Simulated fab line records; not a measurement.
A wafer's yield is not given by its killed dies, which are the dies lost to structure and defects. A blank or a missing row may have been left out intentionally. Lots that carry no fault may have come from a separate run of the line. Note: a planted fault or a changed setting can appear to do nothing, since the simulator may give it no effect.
Lot-split experiment + flow n5 finfet + on a route of 1938 steps: 7 lots, 21 wafers read

THE SPLIT ITSELF
At N5_GATE_CUT_ETCH_56 (etches TiN in Cl2/Ar, target depth 21.6 nm), the setting icp w was moved away from the recipe's 600 W on 5 of the 21 wafers read, by -16.0% to -7.5%. For the rest of the wafers, this setting stayed at what the recipe calls for.

The reading is taken at the split's own step.

THE READING
etch.depth nm (the simulator's own value, which no gauge read), in nm, at N5_GATE_CUT_ETCH_56 (etches TiN in Cl2/Ar, target depth 21.6 nm). The file does not state a usual value for it. Across the 16 wafers here that went through the recipe, the average is 21.94 nm and the standard deviation 0.51 nm.

| wafer  | tool, chamber at the split | icp w as run, W | against the recipe | etch.depth nm, nm | against lot-mates on the recipe |
|--------|----------------------------|-----------------|--------------------|-------------------|---------------------------------|
| L076.2 | rie metal-01, 1            | 600             | recipe             | 22.17             | -                               |
| L076.5 | rie metal-01, 1            | 600             | recipe             | 22.06             | -                               |
| L076.6 | rie metal-01, 0            | 600             | recipe             | 22.72             | -                               |
| L079.1 | rie metal-03, 0            | 516.1           | -14.0%             | 18.51             | -2.69                           |
| L079.2 | rie metal-03, 1            | 516.1           | -14.0%             | 19.29             | -1.91                           |
| L079.3 | rie metal-03, 0            | 600             | recipe             | 21.2              | -                               |
| L080.1 | rie metal-02, 1            | 600             | recipe             | 22.49             | -                               |
| L080.3 | rie metal-02, 1            | 600             | recipe             | 22.69             | -                               |
| L080.6 | rie metal-02, 1            | 600             | recipe             | 22.51             | -                               |
| L083.4 | rie metal-02, 1            | 555.3           | -7.5%              | 21.13             | -1.08                           |
| L083.5 | rie metal-02, 0            | 600             | recipe             | 21.87             | -                               |
| L083.6 | rie metal-02, 1            | 600             | recipe             | 22.55             | -                               |
| L086.2 | rie metal-03, 1            | 504             | -16.0%             | 18.7              | -2.85                           |
| L086.3 | rie metal-03, 1            | 600             | recipe             | 21.55             | -                               |
| L086.4 | rie metal-03, 0            | 504             | -16.0%             | 18.18             | -3.37                           |
| L091.1 | rie metal-03, 1            | 600             | recipe             | 21.55             | -                               |
| L091.2 | rie metal-03, 0            | 600             | recipe             | 21.19             | -                               |
| L091.3 | rie metal-03, 1            | 600             | recipe             | 21.56             | -                               |
| L092.3 | rie metal-03, 1            | 600             | recipe             | 21.74             | -                               |
| L092.4 | rie metal-03, 0            | 600             | recipe             | 21.34             | -                               |
| L092.5 | rie metal-03, 1            | 600             | recipe             | 21.83             | -                               |

FIT RESULTS
A straight line over all 21 wafers: etch.depth nm changes by +0.213 nm for each +1% of icp w; r = +0.93; the points scatter about the line by 0.53 nm.
The same after taking each lot's own level away (the mean of its wafers on the recipe; 21 wafers): +0.18 nm for each +1%; r = +0.97; scatter 0.27 nm.
On that fit, the largest move of icp w shifts the reading by 2.9 nm.
The lots' own levels span 21.200 to 22.563 nm, that is 2.7 times the standard deviation above.
In other words, the slope is changed by the lot-to-lot level; the two fits disagree.
Check: -2.88 nm against its lot-mates is what the line predicts for one of the wafers moved furthest among these (-16.0%) when that wafer is left out of the fit. Against them it came out at -2.85 nm.

OTHER SPLITS APPLIED TO THESE WAFERS
These wafers also went through other splits before the reading. Each is held against what the fit with the lots' levels taken away leaves over:
| other split on the same wafers | wafers away from the commonest value | r with etch.depth nm (lot level and that fit taken away) |
|--------------------------------|--------------------------------------|----------------------------------------------------------|
| N5_SD_EPI_P_COAT_03 spin rpm   | 8                                    | +0.09                                                    |
| N5_SDB_COAT_03 spin rpm        | 6                                    | -0.18                                                    |

FILE'S OWN FIT
etch.depth nm changes by +0.178 nm for each +1% of icp w, r = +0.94.
